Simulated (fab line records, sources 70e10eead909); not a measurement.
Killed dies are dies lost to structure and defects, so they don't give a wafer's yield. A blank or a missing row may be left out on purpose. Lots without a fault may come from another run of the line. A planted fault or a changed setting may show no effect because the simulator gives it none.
Which tool did it? | flow nand_harc | 12 lots, 36 wafers sampled, at 5 steps of a route of 1302

WHAT THE GAUGES READ, wafer by wafer
NHARC_END_SORT_01. Usual: killed_at_array 58, standard deviation 20; killed_at_other 0.8, standard deviation 1; killed_at_periphery 4.6, standard deviation 2.8; killed_dies 63, standard deviation 19; killed_open 3.4, standard deviation 2; killed_short 2.4, standard deviation 1.8.
lot  | measured     | on        | killed_at_array | killed_at_other | killed_at_periphery | killed_dies | killed_open | killed_short | flag
L791 | day 25 05:03 | prober-02 | 74 68 76        | 1 0 0           | 4 8 3               | 79 76 79    | 2 5 1       | 3 2 1        |
L793 | day 25 12:03 | prober-01 | 62 47 81        | 0 2 1           | 2 4 2               | 64 53 84    | 2 9 4       | 1 6 4        |
L792 | day 25 12:50 | prober-02 | 88 99 80        | 0 0 0           | 5 5 5               | 93 104 85   | 3 0 0       | 7 2 3        |
L797 | day 27 20:25 | prober-02 | 47 48 64        | 0 1 1           | 1 6 1               | 48 55 66    | 4 4 2       | 1 3 2        |
L798 | day 28 01:55 | prober-01 | 64 48 60        | 0 2 0           | 6 20 8              | 70 70 68    | 2 8 3       | 3 1 4        |
L799 | day 28 08:26 | prober-02 | 47 59 47        | 2 1 1           | 6 3 5               | 55 63 53    | 6 2 1       | 1 0 2        |
L804 | day 31 06:33 | prober-02 | 33 36 26        | 1 2 2           | 3 4 6               | 37 42 34    | 2 5 4       | 2 3 2        |
L806 | day 31 06:34 | prober-01 | 144 158 96      | 1 0 1           | 1 3 1               | 146 161 98  | 3 4 0       | 4 0 0        | OFF
L809 | day 32 05:35 | prober-02 | 168 111 134     | 1 0 1           | 1 1 1               | 170 112 136 | 0 3 2       | 4 0 1        | OFF
L810 | day 32 07:11 | prober-01 | 66 38 66        | 1 0 0           | 2 5 6               | 69 43 72    | 1 3 2       | 4 2 1        |
L811 | day 33 09:34 | prober-02 | 61 48 49        | 0 0 0           | 9 5 7               | 70 53 56    | 5 2 4       | 4 0 6        |
L813 | day 34 09:34 | prober-01 | 60 73 82        | 1 0 0           | 2 3 4               | 63 76 86    | 2 7 6       | 1 1 0        |

WHICH TOOL RAN EACH LOT (tool, then ch and the chambers of the sampled wafers, then the start)
lot  | NHARC_A_CONTACT_DESCUM_74          | NHARC_A_CONTACT_ETCH_75            | NHARC_A_CONTACT_ETCH_127             | NHARC_A_CONTACT_ETCH_132
L791 | rie_diel-11 ch 0,1,2, day 22 12:47 | rie_diel-11 ch 1,2,3, day 22 12:53 | har_cap_etch-02 ch 0,1, day 22 15:01 | har_cap_etch-02 ch 0,1, day 22 15:54
L793 | rie_diel-11 ch 0,2,3, day 22 19:33 | rie_diel-11 ch 2,3, day 22 19:52   | har_cap_etch-01 ch 0,1, day 22 22:55 | har_cap_etch-01 ch 0,1, day 22 23:48
L792 | rie_diel-06 ch 2,3, day 22 22:41   | rie_diel-06 ch 1,2,3, day 22 22:47 | har_cap_etch-02 ch 0,1, day 23 01:04 | har_cap_etch-02 ch 0,1, day 23 01:57
L797 | rie_diel-11 ch 0,2,3, day 25 07:37 | rie_diel-11 ch 0,3, day 25 07:41   | har_cap_etch-01 ch 0,1, day 25 09:46 | har_cap_etch-01 ch 0,1, day 25 10:38
L798 | rie_diel-11 ch 0,2,3, day 25 15:01 | rie_diel-11 ch 0,1,2, day 25 15:07 | har_cap_etch-02 ch 1, day 25 17:08   | har_cap_etch-02 ch 1, day 25 18:01
L799 | rie_diel-06 ch 0,1, day 25 15:51   | rie_diel-06 ch 0,1, day 25 16:05   | har_cap_etch-01 ch 0,1, day 25 19:36 | har_cap_etch-01 ch 0,1, day 25 20:29
L804 | rie_diel-11 ch 0,2,3, day 28 17:41 | rie_diel-11 ch 0,2,3, day 28 17:46 | har_cap_etch-03 ch 0,1, day 28 19:58 | har_cap_etch-03 ch 0,1, day 28 21:08
L806 | rie_diel-11 ch 0,2,3, day 28 19:12 | rie_diel-11 ch 0,1,3, day 28 19:17 | har_cap_etch-01 ch 0,1, day 28 21:27 | har_cap_etch-01 ch 0,1, day 28 22:20
L809 | rie_diel-11 ch 2,3, day 29 13:17   | rie_diel-11 ch 1,2, day 29 13:22   | har_cap_etch-03 ch 0,1, day 29 15:22 | har_cap_etch-03 ch 0,1, day 29 16:14
L810 | rie_diel-06 ch 1,2,3, day 29 13:37 | rie_diel-06 ch 0,1,2, day 29 13:43 | har_cap_etch-01 ch 0,1, day 29 15:46 | har_cap_etch-01 ch 0,1, day 29 16:39
L811 | rie_diel-06 ch 1,2,3, day 30 19:04 | rie_diel-06 ch 0,1, day 30 19:20   | har_cap_etch-03 ch 0,1, day 30 21:53 | har_cap_etch-03 ch 0,1, day 30 22:46
L813 | rie_diel-04 ch 0,2, day 31 16:47   | rie_diel-04 ch 0,2,3, day 31 16:52 | har_cap_etch-03 ch 0,1, day 31 18:54 | har_cap_etch-03 ch 0,1, day 31 19:47
- NHARC_A_CONTACT_DESCUM_74: chemistry O2, time 3 s.
- NHARC_A_CONTACT_ETCH_75: etches the open film in CF4, target depth 39 nm, time 65 s.
- NHARC_A_CONTACT_ETCH_127: etches the open film in C4F8/O2/Ar, time 197 s, target depth 1918 nm.
- NHARC_A_CONTACT_ETCH_132: etches the open film in C4F8/O2/Ar, time 197 s, target depth 1924 nm.

WHAT THE TOOLS THEMSELVES READ (means of the sampled wafers that have a number; where no wafer has one, the mark that the record gives instead)
NHARC_A_CONTACT_DESCUM_74. Usual: drypump_motor_current_A 5.9 A, standard deviation 0.48; mfc_ar_sccm 0.011 sccm, standard deviation 0.011; oes_product_au 0.999 a.u., standard deviation 0.01; rf_vpp_V 57.8 V, standard deviation 0.96; showerhead_plenum_p_Torr 1.92 Torr, standard deviation 0.087; throttle_valve_pct 11.313 %, standard deviation 0.0087.
lot  | tool        | drypump_motor_current_A (A) | mfc_ar_sccm (sccm) | oes_product_au (a.u.) | rf_vpp_V (V) | showerhead_plenum_p_Torr (Torr) | throttle_valve_pct (%) | flag
L791 | rie_diel-11 | 5.7                         | 0.016              | 1.000                 | 59.5         | 1.90                            | 11.323                 |
L793 | rie_diel-11 | 5.9                         | 0.016              | 1.004                 | 58.1         | 1.92                            | 11.327                 |
L792 | rie_diel-06 | 5.9                         | 0.007              | 1.002                 | 57.2         | 1.98                            | 11.311                 |
L797 | rie_diel-11 | 5.9                         | 0.016              | 1.005                 | 58.0         | 1.92                            | 11.317                 |
L798 | rie_diel-11 | 5.9                         | 0.016              | 0.996                 | 58.7         | 1.92                            | 11.315                 |
L799 | rie_diel-06 | 5.7                         | 0.013              | 1.003                 | 58.1         | 1.94                            | 11.318                 |
L804 | rie_diel-11 | 5.9                         | 0.016              | 0.997                 | 57.0         | 1.92                            | 11.310                 |
L806 | rie_diel-11 | 5.9                         | 0.016              | 0.997                 | 57.9         | 1.92                            | 11.314                 |
L809 | rie_diel-11 | 6.1                         | 0.015              | 1.002                 | 57.7         | 1.86                            | 11.305                 |
L810 | rie_diel-06 | 6.0                         | 0.007              | 0.993                 | 57.0         | 1.94                            | 11.302                 |
L811 | rie_diel-06 | 6.0                         | 0.007              | 0.990                 | 57.6         | 1.93                            | 11.310                 |
L813 | rie_diel-04 | 5.8                         | 0.001              | 1.001                 | 58.8         | 1.97                            | 11.314                 |

NHARC_A_CONTACT_ETCH_75. Usual: drypump_motor_current_A 5.9 A, standard deviation 0.49; mfc_ar_sccm 0.011 sccm, standard deviation 0.011; oes_product_au 0.998 a.u., standard deviation 0.011; rf_vpp_V 151.5 V, standard deviation 1.3; showerhead_plenum_p_Torr 1.78 Torr, standard deviation 0.072; throttle_valve_pct 13.285 %, standard deviation 0.0092.
lot  | tool        | drypump_motor_current_A (A) | mfc_ar_sccm (sccm) | oes_product_au (a.u.) | rf_vpp_V (V) | showerhead_plenum_p_Torr (Torr) | throttle_valve_pct (%) | flag
L791 | rie_diel-11 | 6.2                         | 0.007              | 1.000                 | 150.2        | 1.77                            | 13.288                 |
L793 | rie_diel-11 | 6.1                         | 0.015              | 1.009                 | 151.4        | 1.73                            | 13.295                 |
L792 | rie_diel-06 | 6.0                         | 0.007              | 1.006                 | 151.7        | 1.80                            | 13.281                 |
L797 | rie_diel-11 | 6.1                         | 0.008              | 0.999                 | 153.2        | 1.84                            | 13.279                 |
L798 | rie_diel-11 | 5.7                         | 0.016              | 0.992                 | 152.1        | 1.75                            | 13.284                 |
L799 | rie_diel-06 | 5.7                         | 0.013              | 1.003                 | 152.5        | 1.79                            | 13.282                 |
L804 | rie_diel-11 | 5.9                         | 0.016              | 1.000                 | 151.8        | 1.77                            | 13.287                 |
L806 | rie_diel-11 | 6.0                         | 0.008              | 0.827                 | 152.1        | 1.81                            | 13.291                 | OFF
L809 | rie_diel-11 | 6.0                         | 0.015              | 0.845                 | 150.4        | 1.71                            | 13.282                 | OFF
L810 | rie_diel-06 | 5.8                         | 0.009              | 0.999                 | 150.4        | 1.75                            | 13.295                 |
L811 | rie_diel-06 | 5.7                         | 0.013              | 1.007                 | 151.5        | 1.78                            | 13.278                 |
L813 | rie_diel-04 | 5.9                         | 0.002              | 0.995                 | 151.6        | 1.82                            | 13.281                 |

THE ANSWER, worked out from the rows above alone
Rule: a lot is off if the mean of its wafers that have a number lies more than 3 standard deviations from the usual mean. A lot without any number at a reading at which 4 lots or more have one is off too. The other lots that the step has rows for count as sound. The gauges are gone through in route order, then the tools' own readings, and for those a lot's mean is taken as printed above. The first step at which some lot is off is used, and at that step the reading that is off furthest; a lot without a number counts as furthest.
Off: L806, L809, at NHARC_END_SORT_01 (killed_dies).
A tool fits if, at a process step before that reading, it ran every lot that is off, and no sound lot after the first of them. The gauges at NHARC_END_SORT_01 aren't tried: what is off there is off at NHARC_A_CONTACT_ETCH_75 too, on other tools, and a gauge's error can't cause that. One fits: rie_diel-11 at NHARC_A_CONTACT_DESCUM_74 and NHARC_A_CONTACT_ETCH_75. At NHARC_A_CONTACT_DESCUM_74 its last sound lot is L804 (day 28 17:41), its first lot that is off L806 (day 28 19:12): a fault that began between those two fits.

WHAT THE SIMULATOR HAD PUT IN
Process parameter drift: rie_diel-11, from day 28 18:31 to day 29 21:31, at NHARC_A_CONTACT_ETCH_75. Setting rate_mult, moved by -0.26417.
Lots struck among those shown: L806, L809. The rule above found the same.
